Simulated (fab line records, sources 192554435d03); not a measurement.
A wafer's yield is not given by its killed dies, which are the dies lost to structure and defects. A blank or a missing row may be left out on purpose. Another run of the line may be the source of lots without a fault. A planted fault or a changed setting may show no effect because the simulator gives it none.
A lot that was struck, set against a sound lot	flow n5-finfet	16 steps out of a route of 1938
Sound: the wafers L590.1, L590.2, L590.4. Wafers L601.4, L601.5, L601.6 were the ones struck. At the end, the cause is stated.
Each step with rows lists, per side, the tool, then ch with its chambers, then its first start. Under that, the readings that differ: sound wafers	struck wafers	difference of the means	sigmas: that difference in standard deviations of wafers without a fault.
alike: same words and numbers on both sides, and readings whose means sit less than 2 such deviations apart. not compared: any withheld reading, any reading some wafer has no value for, any bound like >300 that may hide the same value, and any number with overlapping values for which the record gives no deviation.
A row with sigmas, a row that says differs or no value, or rows on one side alone: a step with any of these is where the two part. Numbers that have no deviation but don't overlap get no sigmas and don't part them. A reading that every wafer of one side lacks parts them only if that side has two wafers or more.

first, 6 steps without rows for these wafers: N5_BEOL_M1_COAT_05 (resist thk 30 nm); N5_BEOL_M1_EBR_07; N5_BEOL_M1_SOFTBAKE_06 (time 60 s); N5_BEOL_M1_EXPOSE_08 (exposes mask M1); N5_BEOL_M1_PEB_09 (peb time 60 s); N5_BEOL_M1_DEVELOP_10 (develop time 30 s).
N5_BEOL_M1_CD_MEAS_11: the cd target is 17.05 nm.
  sound on cd-sem-03 ch 0, day 8 04:17; struck on cd-sem-03 ch 0, day 10 14:49
reading	sound	struck	difference	sigmas
cd-nm (nm)	17.50 17.24 17.46	16.72 16.93 16.83	-0.57	-2
N5_BEOL_M1_OVL_MEAS_12:
  sound on overlay-02 ch 0, day 8 04:19; struck on overlay-01 ch 0, day 10 14:52
  alike: M1_OVL
N5_BEOL_M1_INSPECT_13: inspects for defects (brightfield).
  sound: defect-inspect-01 at day 8 04:23; struck: defect-inspect-02 at day 10 14:55
  alike: raw-defect-count
N5_BEOL_M1_DESCUM_16: chemistry O2, time 7 s.
  sound on rie-diel-06 ch 0,1,2, day 8 04:34; struck on rie-diel-06 ch 0,2,3, day 10 14:56
  alike: drypump-motor-current-A, oes-product-au, rf-vpp-V, showerhead-plenum-p-Torr, throttle-valve-pct
  not compared: rf-hours-counter-h
N5_BEOL_M1_ETCH_74: etches underlayer in N2/H2, target depth 6.5 nm, time 5.2 s.
  sound on rie-diel-06 ch 0,1,2, day 8 04:36; struck on rie-diel-06 ch 0,2,3, day 10 14:58
  alike: bias-w, drypump-motor-current-A, etch-rf-on-time-s, h2-flow-sccm, oes-product-au, rf-vpp-V, showerhead-plenum-p-Torr, throttle-valve-pct
  not compared: rf-hours-counter-h
N5_BEOL_M1_ETCH_63: etches SiARC in CF4, target depth 15.6 nm, time 26 s.
  sound on rie-diel-06 ch 0,1,2, day 8 04:37; struck on rie-diel-06 ch 0,2,3, day 10 14:59
  alike: bias-w, cf4-flow-sccm, drypump-motor-current-A, etch-rf-on-time-s, oes-product-au, rf-vpp-V, showerhead-plenum-p-Torr, throttle-valve-pct
  not compared: rf-hours-counter-h
N5_BEOL_M1_ETCH_64: etches SOC in N2/H2, target depth 75 nm, overetch 15 nm, time 112.5 s.
  sound on rie-diel-06 ch 0,1,2, day 8 04:39; struck on rie-diel-06 ch 0,2,3, day 10 15:01
reading	sound	struck	difference	sigmas
bias-w (W)	149.6 150.5 150.4	133.3 134.5 134.1	-16.2	-40
rf-vpp-V (V)	522.4 523.3 522.3	485.5 488.5 485.3	-36.2	-17
model.SiARC_of_BEOL_M1_COAT_62.thk-nm (nm)	6.6 7 7.2	7.8 7.4 8	+0.8	
  alike: drypump-motor-current-A, h2-flow-sccm, oes-product-au, showerhead-plenum-p-Torr, throttle-valve-pct
  not compared: rf-hours-counter-h
then, 1 step without rows for these wafers: N5_BEOL_M1_STRIP_65 (strips in N2/H2).
-- here the record skips 2 days between the struck wafers' starts before and after, leaving off in module BEOL_M1 and picking up in module BEOL_M4 (first step shown: number 1111 of the route) --
N5_BEOL_M4_RC_MEAS_101:
  sound on prober-02 ch 0, day 10 07:34; struck on prober-01 ch 0, day 12 22:17
  alike: DIBL_N, DIBL_P, IOFF_N, IOFF_P, ION_N, ION_P, SS_N, SS_P, VT_N, VT_P
after that, 1 step had no rows for these wafers: N5_PASSIVATION_PROBE_49.

## WHERE THEY PART
Last at N5_BEOL_M1_ETCH_64 as far as this record goes, first at N5_BEOL_M1_CD_MEAS_11. Later steps at which nothing parts them and some readings are alike: N5_BEOL_M4_RC_MEAS_101.

WHY: what had been put in by the simulator
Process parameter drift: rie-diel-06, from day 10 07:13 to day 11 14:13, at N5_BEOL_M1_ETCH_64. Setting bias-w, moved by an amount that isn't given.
